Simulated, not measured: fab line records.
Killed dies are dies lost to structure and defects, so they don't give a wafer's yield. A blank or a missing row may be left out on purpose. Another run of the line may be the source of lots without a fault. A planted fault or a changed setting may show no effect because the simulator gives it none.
fab line records | flow n5Finfet
[record] lots = 3 | wafers = 9 | lastDay = 20
route steps=1938 shown BEOL_M14@1741 BEOL_M15@1773
lots untouched by any fault: they come from a run of this same line in which no faults occurred
startH: the number of hours between the record's first day and the start of the first shown wafer of the lot | waitH: hours elapsed since this lot's preceding step | " unchanged from the row above | L1.1+2: several wafers, shown together as one row | - no value, or no start given | * or withheld: withheld | < > ~ a bound
route shown NAME@n: NAME is a module with steps in the file, n the number in the route of the first one | usual: the fault-free wafers' mean and standard deviation | same: alike in all rows | chamber/n: place in a boat | sites: per-site readings | _std_site: standard deviation across them | _edge_site: outer sites' mean less inner sites' | radiusMm: for every site, how far away it sits from the centre of the wafer | mask NAME#n: copy n | behind: tool/chamber where the wafer was last shaped | hold: the reason the lot was held/the length of the hold in hours/how it ended | device: whichever transistor did not switch (one of n, p or np) | end of line: the route-end tests of the same wafers | for a step that has no rows: nothing shown but its recipe | killed: dies lost to structure and defects at the first sort, not the wafer's yield | map: dies across one wafer; x = killed, . = not, _ = none there
set.NAME: the setting as run; set.NAME@STEP: as run at that earlier step | model.NAME: the simulator's own value behind a step, which no gauge read
certain route steps with their lots: each step a table, each wafer a row
services: when a tool's chamber went out of use (startH, in hours from the record's first day, below 0 if earlier), for how many hours, and the reason
[[steps]]
[step N5_BEOL_M14_SOFTBAKE_23]
[recipe] tempC = 130 | timeS = 60
[step N5_BEOL_M14_EXPOSE_25]
[recipe] maskId = M14 | na = 0.8 | sourceShape = annular | sigmaInner = 0.5 | sigmaOuter = 0.8 | polarization = unpolarized | targetCdNm = 280 | doseMj = 26.6
[step N5_BEOL_M14_PEB_26]
[recipe] pebTempC = 130 | pebTimeS = 90
[step N5_BEOL_M14_DEVELOP_27]
[recipe] developTimeS = 45 | rinseLiquid = diw | dry = airSpin | devTempC = 21
[step N5_BEOL_M14_HARDBAKE_32]
[recipe] tempC = 130 | timeS = 120
[step N5_BEOL_M14_DESCUM_33]
[recipe] chemistry = O2 | timeS = 7.9 | sourcePowerW = 50 | biasPowerW = 20 | pressureMtorr = 20 | rfFrequencyHz = 2.712e+07 | tempC = 40 | o2FlowSccm = 225
[step N5_BEOL_M14_ETCH_67]
[recipe] chemistry = CF4 | target = SiARC | targetDepthA = 1430 | timeS = 238.3 | ionEnergyEv = 80 | pressureMtorr = 40 | sourceW = 545 | biasW = 36 | Ar_flow_sccm = 100 | cf4FlowSccm = 100 | ends = cleared
[step N5_BEOL_M14_ETCH_68]
[recipe] chemistry = N2/H2 | target = SOC | maskMaterial = SiARC | sourceW = 3000 | biasW = 350 | tempC = 40 | timeS = 450 | ionEnergyEv = 200 | pressureMtorr = 30 | n2FlowSccm = 200 | h2FlowSccm = 200
[step N5_BEOL_M14_STRIP_69]
[recipe] chemistry = N2/H2 | tempC = 40 | n2FlowSccm = 200 | h2FlowSccm = 200 | rfFrequencyHz = 6e+07
[step N5_BEOL_M14_TRENCH_ETCH_34]
[recipe] chemistry = C4F8/O2/Ar | target = SiO2 | targetDepthA = 5566.5 | maskMaterial = SOC | heInnerTorr = 15 | heOuterTorr = 30 | timeS = 126.9 | ionEnergyEv = 800 | pressureMtorr = 20 | sourceW = 1905 | biasW = 2040 | Ar_flow_sccm = 400 | C4F8_flow_sccm = 16 | O2_flow_sccm = 12
[usual] drypumpMotorCurrentA = 5.8/0.43 | oesProductAu = 0.81/0.097 | rfVppV = 2227/14 | showerheadPlenumPTorr = 3.43/0.066 | throttleValvePct = 30.79/0.22
lot.wafer | tool       | chamber | startH | waitH | drypumpMotorCurrentA | oesProductAu | rfHoursCounterH | rfVppV | showerheadPlenumPTorr | throttleValvePct | model.etch.depthNm | model.BEOL_M14.cdNm
L767.1    | rieDiel-04 | 0       | 361.59 | 0.0   | 6.0                  | 0.87         | 35              | 2220   | 3.36                  | 30.54            | 1046               | 287.6
L767.2    | "          | 1       | "      | "     | 5.3                  | 0.90         | 17              | 2245   | 3.51                  | 30.59            | 548.9              | 281.6
L767.4    | "          | 3       | "      | "     | 5.3                  | 0.90         | -               | 2194   | 3.51                  | 30.96            | 564.5              | 283
L762.3    | rieDiel-05 | 3       | 438.12 | 0.0   | 5.4                  | 0.96         | 7               | 2222   | 3.52                  | 30.66            | 570.6              | 282.6
L762.4    | "          | 2       | "      | "     | 5.7                  | 0.89         | 31              | 2218   | 3.38                  | 30.51            | 575.9              | 281.4
L762.5    | "          | 1       | "      | "     | 6.3                  | 0.76         | -               | 2232   | 3.31                  | 30.65            | 560.4              | 280.6
L778.2    | rieDiel-04 | 2       | 457.40 | 0.0   | 6.2                  | 0.91         | 28              | 2223   | 3.36                  | 30.63            | 571.8              | 280
L778.3    | "          | 3       | "      | "     | 5.3                  | 0.85         | 59              | 2190   | 3.50                  | 30.98            | 562.4              | 281.8
L778.5    | "          | 0       | "      | "     | 6.0                  | 0.82         | -               | 2219   | 3.35                  | 30.56            | 560.4              | 282.4
[step N5_BEOL_M14_STRIP_70]
[recipe] chemistry = C4F8/O2/Ar | resist = SiARC | rfFrequencyHz = 6e+07
[step N5_BEOL_M14_OCD_MEAS_35]
[usual] trenchDepthNm = 558/8.9
lot.wafer | tool   | chamber | startH | waitH | trenchDepthNm
L767.1    | ocd-02 | -       | 361.74 | 0.0   | 1046
L767.2    | "      | -       | "      | "     | 549
L767.4    | "      | -       | "      | "     | 565
L762.3    | ocd-01 | -       | 438.28 | 0.0   | 570
L762.4    | "      | -       | "      | "     | 577
L762.5    | "      | -       | "      | "     | 561
L778.2    | ocd-02 | -       | 457.55 | 0.0   | 572
L778.3    | "      | -       | "      | "     | 562
L778.5    | "      | -       | "      | "     | 561
[step N5_BEOL_M14_STRIP_37]
[recipe] chemistry = O2 | powerW = 600 | tempC = 60 | pressureMtorr = 30 | rfFrequencyHz = 6e+07 | biasPowerW = 0 | overashFraction = 0.3 | o2FlowSccm = 225
[step N5_BEOL_M14_ETCH_38]
[recipe] chemistry = CF4/N2 | target = SiCN | targetDepthA = 1065 | taperDeg = 2 | timeS = 120.6 | ionEnergyEv = 150 | maskMaterial = SiO2 | pressureMtorr = 40 | sourceW = 430 | biasW = 70 | Ar_flow_sccm = 100 | cf4FlowSccm = 60 | n2FlowSccm = 60
[usual] drypumpMotorCurrentA = 5.8/0.42 | oesProductAu = 0.80/0.1 | rfVppV = 382.1/1.4 | showerheadPlenumPTorr = 2.20/0.044 | throttleValvePct = 15.35/0.24
lot.wafer | tool       | chamber | startH | waitH | drypumpMotorCurrentA | oesProductAu | rfHoursCounterH | rfVppV | showerheadPlenumPTorr | throttleValvePct | model.BEOL_M14.cdNm
L767.1    | rieDiel-04 | 0       | -      | -     | 6.0                  | 0.85         | 39              | 381.7  | 2.16                  | 15.05            | 287.6
L767.2    | "          | 1       | "      | "     | 5.3                  | 0.90         | 20              | 383.8  | 2.25                  | 15.07            | 281.6
L767.4    | "          | 3       | "      | "     | 5.3                  | 0.90         | -               | 383.6  | 2.25                  | 15.30            | 283
L762.3    | rieDiel-02 | 1       | -      | -     | 5.7                  | 0.96         | 8               | 382.1  | 2.17                  | 15.24            | 282.6
L762.4    | "          | 0       | "      | "     | 6.2                  | 0.75         | -               | 383.9  | 2.20                  | 15.50            | 281.2
L762.5    | "          | 3       | "      | "     | 5.8                  | 0.85         | -               | 383.3  | 2.23                  | 15.31            | 280.6
L778.2    | rieDiel-05 | 3       | -      | -     | 5.5                  | 0.93         | 14              | 383.8  | 2.26                  | 15.12            | 280
L778.3    | "          | 1       | "      | "     | 6.3                  | 0.74         | 144             | 379.2  | 2.12                  | 15.33            | 281.8
L778.5    | "          | 1       | "      | "     | 6.3                  | 0.75         | -               | 379.6  | 2.12                  | 15.33            | 282.4
[step N5_BEOL_M14_PRECLEAN_39]
[recipe] chemistry = residueRemover | timeS = 60 | tempC = 40
[step N5_BEOL_M14_SRD_40]
[recipe] timeS = 30 | tempC = 23 | rinseLiquid = diw | dry = n2Spin | spinRpm = 1500 | dryTimeS = 30
[step N5_BEOL_M14_DEGAS_41]
[recipe] ambient = vacuum | tempC = 300 | timeS = 60
[step N5_BEOL_M14_PRE_CLEAN_42]
[recipe] gas = H2/He | timeS = 30 | tempC = 300
[step N5_BEOL_M14_SPUTTER_43]
[recipe] material = TaN | targetThkA = 150 | tempC = 50 | biasV = 168.6 | powerW = 15000 | chamberPressurePa = 0.12 | timeS = 24.19
[step N5_BEOL_M14_SPUTTER_44]
[recipe] material = Ta | targetThkA = 150 | tempC = 50 | biasV = 80 | powerW = 15000 | chamberPressurePa = 0.07 | timeS = 24.19
[step N5_BEOL_M14_SPUTTER_45]
[recipe] material = Cu | targetThkA = 1000 | tempC = -20 | biasV = 60 | powerW = 26000 | chamberPressurePa = 0.13 | timeS = 16.67
[step N5_BEOL_M14_ECD_47]
[recipe] material = Cu | targetThkA = 12480
[step N5_BEOL_M14_ANNEAL_48]
[recipe] tempC = 225 | timeS = 90 | ambient = N2
[step N5_BEOL_M14_CMP_49]
[recipe] stopOn = SiO2 | tOverpolishS = 5.2 | downForcePsi = 2 | platenRpm = 80 | clearingPlatenDownForcePsi = 2 | clearingPlatenRpm = 80 | postCmpClean = cuAlkaline | targetThkNm = 560 | clearingPlatenPadVelocityMS = 1.5917 | padVelocityMS = 1.5917
[usual] barrierFieldEndpointS = 11.31/0.23 | clearingPlatenDownForcePsi = 2.001/0.0034 | headPressurePsi = 2.000/0.004 | motorCurrentA = 8.2/1 | overpolishRunS = 5.201/0.0099 | timeToEndpointS = 120/3.8
lot.wafer | tool   | chamber | startH | waitH | barrierFieldEndpointS | clearingPlatenDownForcePsi | headPressurePsi | motorCurrentA | overpolishRunS | timeToEndpointS | model.Cu_of_BEOL_M14_ECD_47.thkNm
L767.4    | cmp-04 | 1       | 372.56 | 0.1   | 11.33                 | 2.001                      | 2.001           | 8.8           | 5.169          | 117             | 568
L767.2    | "      | 2       | "      | "     | 11.10                 | 2.001                      | 2.006           | 7.1           | 5.210          | 113             | 551.6
L767.1    | "      | 0       | "      | "     | 11.52                 | 1.999                      | 2.002           | 8.6           | 5.194          | 124             | 1050
L762.4    | cmp-02 | 3       | 440.21 | 0.1   | 11.44                 | 1.995                      | 1.999           | 7.6           | 5.187          | 122             | 579.6
L762.3    | "      | 2       | "      | "     | 11.49                 | 2.005                      | 1.984           | 9.6           | 5.190          | 123             | 574
L762.5    | "      | 3       | "      | "     | 11.10                 | 2.001                      | 2.000           | 7.6           | 5.213          | 116             | 563.2
L778.3    | cmp-04 | 3       | 459.75 | 0.2   | 11.42                 | 1.997                      | 1.998           | 7.5           | 5.192          | 120             | 564
L778.2    | "      | 0       | "      | "     | 11.45                 | 2.004                      | 2.007           | 8.6           | 5.205          | 126             | 575.6
L778.5    | "      | 0       | "      | "     | 11.59                 | 2.002                      | 2.010           | 8.6           | 5.201          | 127             | 563.6
[step N5_BEOL_M14_THK_MEAS_50]
[recipe] thkMeasGauge = xrf | reads = Cu_of_BEOL_M14_ECD_47
[usual] M14_THK = 572/12
lot.wafer | tool         | chamber | startH | waitH | M14_THK[nm]
L767.1    | filmMetro-02 | -       | 372.85 | -     | 1053
L767.2    | "            | -       | "      | "     | 555
L767.4    | "            | -       | "      | "     | 573
L762.3    | filmMetro-01 | -       | 440.51 | -     | 586
L762.4    | "            | -       | "      | "     | 591
L762.5    | "            | -       | "      | "     | 581
L778.2    | filmMetro-01 | -       | 460.05 | -     | 598
L778.3    | "            | -       | "      | "     | 585
L778.5    | "            | -       | "      | "     | 586
[step N5_BEOL_M14_PRE_CLEAN_52]
[recipe] gas = NH3 | timeS = 15 | tempC = withheld | rfPowerW = 300
[step N5_BEOL_M14_DEP_53]
[recipe] material = SiCN | targetThkA = 500 | tempC = withheld | precursor = 3MS/NH3 | pressureTorr = 3 | rfW = 675 | timeS = 17.8
[step N5_BEOL_M14_RS_MEAS_54]
[recipe] thkMeasGauge = four-point-probe | reads = Cu_of_BEOL_M14_ECD_47+Ta_of_BEOL_M14_SPUTTER_44+TaN_of_BEOL_M14_SPUTTER_43
[usual] M14_RS = 0.0332/0.00053
lot.wafer | tool         | chamber | startH | waitH | M14_RS[ohm/sq]
L767.1    | filmMetro-01 | -       | 372.98 | 0.0   | 0.0175
L767.2    | "            | -       | "      | "     | 0.0337
L767.4    | "            | -       | "      | "     | 0.0328
L762.3    | filmMetro-02 | -       | 440.63 | 0.1   | 0.0324
L762.4    | "            | -       | "      | "     | 0.0321
L762.5    | "            | -       | "      | "     | 0.0330
L778.2    | filmMetro-02 | -       | 460.18 | 0.1   | 0.0323
L778.3    | "            | -       | "      | "     | 0.0329
L778.5    | "            | -       | "      | "     | 0.0329
[step N5_BEOL_M15_ILD_DEP_00]
[recipe] material = SiO2 | targetThkA = 16293 | tempC = 400 | precursor = TEOS/O2 | pressureTorr = 6.5 | rfW = 900 | teosFlowSccm = 161.4 | gas = O2 | flowSccm = 2650 | timeS = 346.1
[step N5_BEOL_M15_COAT_58]
[recipe] resist = BARC | tempC = 205 | timeS = 60 | spinRpm = 1500 | resistThkNm = 89
[step N5_BEOL_M15_COAT_04]
[recipe] spinRpm = 1704 | resistThkNm = 800
[step N5_BEOL_M15_EBR_06]
[recipe] solvent = PGMEA | ebrWidthMm = 1.5
[step N5_BEOL_M15_SOFTBAKE_05]
[recipe] tempC = 130 | timeS = 60
[step N5_BEOL_M15_EXPOSE_07]
[recipe] maskId = V14 | na = 0.8 | sourceShape = annular | sigmaInner = 0.5 | sigmaOuter = 0.8 | polarization = unpolarized | attpsmPhaseDeg = 180 | doseMj = 41.25
[step N5_BEOL_M15_PEB_08]
[recipe] pebTempC = 130 | pebTimeS = 90
[step N5_BEOL_M15_DEVELOP_09]
[recipe] developTimeS = 45 | rinseLiquid = diw | dry = airSpin | devTempC = 21
[step N5_BEOL_M15_HARDBAKE_14]
[recipe] tempC = 130 | timeS = 120
[step N5_BEOL_M15_RC_MEAS_101]
[usual] COMB_M10 = 1.5e-11/3.4e-12 | COMB_M11 = 1.51e-11/2.7e-12 | COMB_M12 = 6.6e-12/1.5e-12 | COMB_M13 = 5.2e-12/1.3e-12 | COMB_M15 = 2.8e-12/1e-12 | COMB_M5 = 3.7e-11/8.2e-12 | COMB_M6 = 2.6e-11/5.6e-12 | COMB_M7 = 2.6e-11/5.7e-12 | COMB_M7_max_site = 3.6e-11/8.8e-12 | COMB_M8 = 2.5e-11/5.2e-12 | COMB_M9 = 1.5e-11/3e-12 | SERP_M10 = 3.07/0.075 | SERP_M11 = 3.07/0.063 | SERP_M12 = 0.640/0.014 | SERP_M13 = 0.309/0.0055 | SERP_M14 = 0.1595/0.0029 | SERP_M14_max_site = 0.1613/0.0029 | SERP_M5 = 38.4/1.5 | SERP_M5_max_site = 39.9/1.7 | SERP_M6 = 13.8/0.44 | SERP_M7 = 13.8/0.45 | SERP_M8 = 13.8/0.46 | SERP_M9 = 3.06/0.076
lot.wafer | tool      | chamber | startH | waitH | COMB_M10[S/m] | COMB_M11[S/m] | COMB_M12[S/m] | COMB_M13[S/m] | COMB_M15[S/m] | COMB_M5[S/m] | COMB_M6[S/m] | COMB_M7[S/m] | COMB_M7_max_site[S/m] | COMB_M8[S/m] | COMB_M9[S/m] | SERP_M10[ohm/um] | SERP_M11[ohm/um] | SERP_M12[ohm/um] | SERP_M13[ohm/um] | SERP_M14[ohm/um] | SERP_M14_max_site[ohm/um] | SERP_M5[ohm/um] | SERP_M5_max_site[ohm/um] | SERP_M6[ohm/um] | SERP_M7[ohm/um] | SERP_M8[ohm/um] | SERP_M9[ohm/um]
L767.1    | prober-01 | 0       | 384.85 | 0.0   | 1.3e-11       | 1.65e-11      | 6.9e-12       | 6.5e-12       | 1.8e-12       | 3.5e-11      | 2.3e-11      | 2.4e-11      | 2.8e-11               | 2e-11        | 1.3e-11      | 3.09             | 3.08             | 0.634            | 0.310            | 0.0814           | 0.0821                    | 38.5            | 39.1                     | 13.9            | 14.2            | 13.8            | 3.10
L767.2    | "         | 0       | "      | "     | 8e-12         | 1.24e-11      | 5.6e-12       | 3.7e-12       | 2.3e-12       | 2.6e-11      | 2.9e-11      | 2.2e-11      | 3.1e-11               | 2.9e-11      | 1.6e-11      | 3.08             | 3.00             | 0.657            | 0.299            | 0.1616           | 0.1626                    | 38.4            | 39.5                     | 13.3            | 13.9            | 14.4            | 3.10
L767.4    | "         | 0       | "      | "     | 1.1e-11       | 1.11e-11      | 4.6e-12       | 2.9e-12       | 1.6e-12       | 3.5e-11      | 2.6e-11      | 1.9e-11      | 3.4e-11               | 2.4e-11      | 1.7e-11      | 3.22             | 3.03             | 0.626            | 0.303            | 0.1556           | 0.1575                    | 38.7            | 39.3                     | 13.7            | 14.0            | 13.7            | 3.04
L762.3    | prober-02 | 0       | 446.65 | 0.3   | 1.6e-11       | 1.44e-11      | 7.7e-12       | 5.7e-12       | 3.4e-12       | 3.4e-11      | 3.3e-11      | 2e-11        | 2.7e-11               | 2.6e-11      | 1.5e-11      | 2.94             | 2.95             | 0.637            | 0.309            | 0.1544           | 0.1554                    | 36.6            | 38.2                     | 13.5            | 13.8            | 13.5            | 2.97
L762.4    | "         | 0       | "      | "     | 1.3e-11       | 2.05e-11      | 7.6e-12       | 5e-12         | 4.1e-12       | 4e-11        | 4.4e-11      | 3.8e-11      | 4.4e-11               | 2.6e-11      | 1.6e-11      | 3.14             | 3.00             | 0.643            | 0.300            | 0.1536           | 0.1552                    | 34.3            | 34.8                     | 14.2            | 13.3            | 12.9            | 3.14
L762.5    | "         | 0       | "      | "     | 2.2e-11       | 1.54e-11      | 8.4e-12       | 3.9e-12       | 3.2e-12       | 3.9e-11      | 3.9e-11      | 2.1e-11      | 3.3e-11               | 2.9e-11      | 1.6e-11      | 2.99             | 3.00             | 0.642            | 0.307            | 0.1592           | 0.1608                    | 38.3            | 39.6                     | 13.9            | 14.4            | 13.2            | 2.98
L778.2    | prober-02 | 0       | 468.58 | 0.2   | 1.8e-11       | 1.56e-11      | 6e-12         | 5.9e-12       | 3.2e-12       | 3.7e-11      | 2.7e-11      | 4.1e-11      | 4.6e-11               | 2.9e-11      | 1.5e-11      | 2.95             | 3.04             | 0.625            | 0.306            | 0.1560           | 0.1569                    | 38.3            | 41.0                     | 13.9            | 13.7            | 13.7            | 3.12
L778.3    | "         | 0       | "      | "     | 2.2e-11       | 1.27e-11      | 5.9e-12       | 6e-12         | 3.1e-12       | 3.1e-11      | 2.9e-11      | 2.6e-11      | 3.1e-11               | 2.6e-11      | 2.1e-11      | 3.03             | 3.08             | 0.646            | 0.304            | 0.1577           | 0.1601                    | 39.1            | 40.4                     | 13.5            | 13.7            | 13.6            | 3.20
L778.5    | "         | 0       | "      | "     | 1.5e-11       | 1.36e-11      | 8.1e-12       | 5.9e-12       | 3.5e-12       | 4e-11        | 3e-11        | 3.8e-11      | 4.9e-11               | 1.7e-11      | 1.5e-11      | 2.97             | 3.23             | 0.628            | 0.311            | 0.1576           | 0.1584                    | 39.1            | 40.8                     | 12.8            | 13.8            | 13.8            | 3.18
// sites SERP_M14 radiusMm=0,75,75,75,75,140,140,140,140
L767.1 0.0812 0.0821 0.0815 0.0812 0.0809 0.0813 0.0819 0.0817 0.0814
L762.3 0.1552 0.1550 0.1528 0.1541 0.1554 0.1534 0.1544 0.1544 0.1537
L778.2 0.1563 0.1556 0.1569 0.1562 0.1569 0.1560 0.1543 0.1546 0.1559
[[services]]
tool       | chamber | startH | hours | kind
cmp-02     | -       | 343.07 | 2.4   | repair
cmp-02     | -       | 349.95 | 2.2   | repair
rieDiel-04 | 2       | 360.94 | -     | clean
rieDiel-04 | 2       | 360.94 | -     | consumableReplace:focusRing
rieDiel-04 | 2       | 360.94 | 16.2  | scheduledDown
rieDiel-04 | 2       | 360.94 | 16.2  | ventCycle
rieDiel-02 | 2       | 364.20 | 19.8  | repair
cmp-02     | -       | 375.92 | 0.5   | repair
rieDiel-02 | 1       | 387.70 | 4.1   | repair
rieDiel-02 | 1       | 391.96 | -     | clean
rieDiel-02 | 1       | 391.96 | -     | consumableReplace:focusRing
rieDiel-04 | 3       | 393.95 | 5.8   | repair
cmp-04     | -       | 396.63 | 9.5   | pm
rieDiel-05 | 3       | 400.28 | -     | clean
rieDiel-05 | 3       | 400.28 | -     | consumableReplace:focusRing
rieDiel-05 | 3       | 400.28 | 20.2  | scheduledDown
rieDiel-05 | 3       | 400.28 | 20.2  | ventCycle
rieDiel-04 | 0       | 402.36 | 3.0   | repair
cmp-04     | -       | 417.02 | 2.2   | pm
rieDiel-02 | -       | 419.96 | 0.5   | repair
rieDiel-02 | -       | 438.94 | 0.8   | repair
cmp-02     | -       | 447.00 | 4.0   | pm
rieDiel-02 | 1       | 453.70 | 15.3  | repair
rieDiel-02 | -       | 455.48 | 15.6  | pm
[[key]]
[firstSign] step = N5_BEOL_M14_OCD_MEAS_35 | reading = trenchDepthNm | direction = up | sigmas = 55 | usual = 558 | struck = 1046
[effect] step = N5_BEOL_M14_THK_MEAS_50 | reading = M14_THK | direction = up | sigmas = 39 | usual = 572 | struck = 1053
[effect] step = N5_BEOL_M14_RS_MEAS_54 | reading = M14_RS | direction = down | sigmas = 29 | usual = 0.0332 | struck = 0.0175
[effect] step = N5_BEOL_M15_RC_MEAS_101 | reading = SERP_M14 | direction = down | sigmas = 27 | usual = 0.1595 | struck = 0.0814
[modelEffect] step = N5_BEOL_M14_TRENCH_ETCH_34 | value = etch.depthNm | without = 563.4 | struck = 1046
[modelEffect] step = N5_BEOL_M14_ETCH_38 | value = BEOL_M14.cdNm | without = 283.8 | struck = 287.6
[modelEffect] step = N5_BEOL_M14_CMP_49 | value = Cu_of_BEOL_M14_ECD_47.thkNm | without = 567.4 | struck = 1050
metAt N5_BEOL_M14_TRENCH_ETCH_34
struckWafers L767.1
[fault] kind = processParameterDrift | tool = rieDiel-04 | chamber = 0 | onsetH = 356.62 | steps = N5_BEOL_M14_TRENCH_ETCH_34 | channel = timeS | offset = * | shape = step | endH = 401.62 | actsIn = * | stated = *
